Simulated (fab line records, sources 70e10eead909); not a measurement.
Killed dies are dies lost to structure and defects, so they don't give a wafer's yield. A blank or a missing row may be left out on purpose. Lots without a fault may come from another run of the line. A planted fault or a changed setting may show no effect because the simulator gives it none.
Chamber matching | flow nand_harc | NHARC_P_GATE_ETCH_32 on rie_si-06: 4 sister chambers
The step etches the open film in HBr/Cl2, target depth 150 nm, time 100.1 s. 14 wafers are shown with their chamber, then 7 later ones without.

WAFERS WITH THEIR CHAMBER
wafer  | chamber | drypump_motor_current_A (A) | he_backside_leak_sccm (sccm) | throttle_valve_pct (%)
L075.2 | 3       | 6.2                         | 2.61                         | 26.390
L075.4 | 0       | 4.8                         | 2.77                         | 26.394
L075.6 | 0       | 4.8                         | 2.93                         | 26.405
L086.1 | 3       | 6.2                         | 2.58                         | 26.402
L086.3 | 0       | 4.8                         | 2.56                         | 26.401
L086.5 | 2       | 5.1                         | 2.48                         | 26.405
L088.1 | 0       | 4.8                         | 2.65                         | 26.406
L088.3 | 1       | 5.2                         | 2.76                         | 26.409
L088.4 | 2       | 5.1                         | 2.37                         | 26.395
L090.2 | 1       | 5.2                         | 2.53                         | 26.400
L090.3 | 0       | 4.7                         | 2.68                         | 26.408
L090.6 | 0       | 4.8                         | 2.76                         | 26.407
L092.1 | 1       | 5.2                         | 2.64                         | 26.408
L092.2 | 2       | 5.1                         | 2.41                         | 26.399

SIGNATURES (means of the wafers above)
reading                 | chamber 0 | chamber 1 | chamber 2 | chamber 3 | scatter within a chamber
drypump_motor_current_A | 4.783     | 5.200     | 5.100     | 6.200     | 0.0289
he_backside_leak_sccm   | 2.7250    | 2.6433    | 2.4200    | 2.5950    | 0.106
throttle_valve_pct      | 26.40350  | 26.40567  | 26.39967  | 26.39600  | 0.00556
Rule: a wafer's distance from a chamber is the root of the sum, over the readings, of the square of ((its reading less the chamber's mean) divided by the reading's scatter). The wafer belongs to the nearest chamber; if the next one is less than 2 further off, it can't be placed. The scatter: the root of (the sum of the squares of (reading less its chamber's mean) over the shown wafers, divided by (wafers less chambers)).

WAFERS WITHOUT THEIR CHAMBER
wafer  | drypump_motor_current_A (A) | he_backside_leak_sccm (sccm) | throttle_valve_pct (%)
L092.4 | 6.1                         | 2.44                         | 26.401
L095.3 | 5.2                         | 2.34                         | 26.397
L095.4 | 4.7                         | 2.80                         | 26.384
L095.5 | 5.1                         | 2.44                         | 26.419
L097.2 | 4.8                         | 2.78                         | 26.400
L097.3 | 6.2                         | 2.84                         | 26.407
L097.5 | 5.1                         | 2.52                         | 26.413

WHICH CHAMBER EACH WENT THROUGH
wafer  | from the rows above     | in truth
L092.4 | 3                       | 3
L095.3 | can't be placed: 1 or 2 | 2
L095.4 | 0                       | 0
L095.5 | can't be placed: 2 or 1 | 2
L097.2 | 0                       | 0
L097.3 | 3                       | 3
L097.5 | can't be placed: 2 or 1 | 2
Placed correctly: 4 of 7. Can't be placed from these rows: 3 (the true chamber is among the candidates in 3). Placed wrongly: 0.
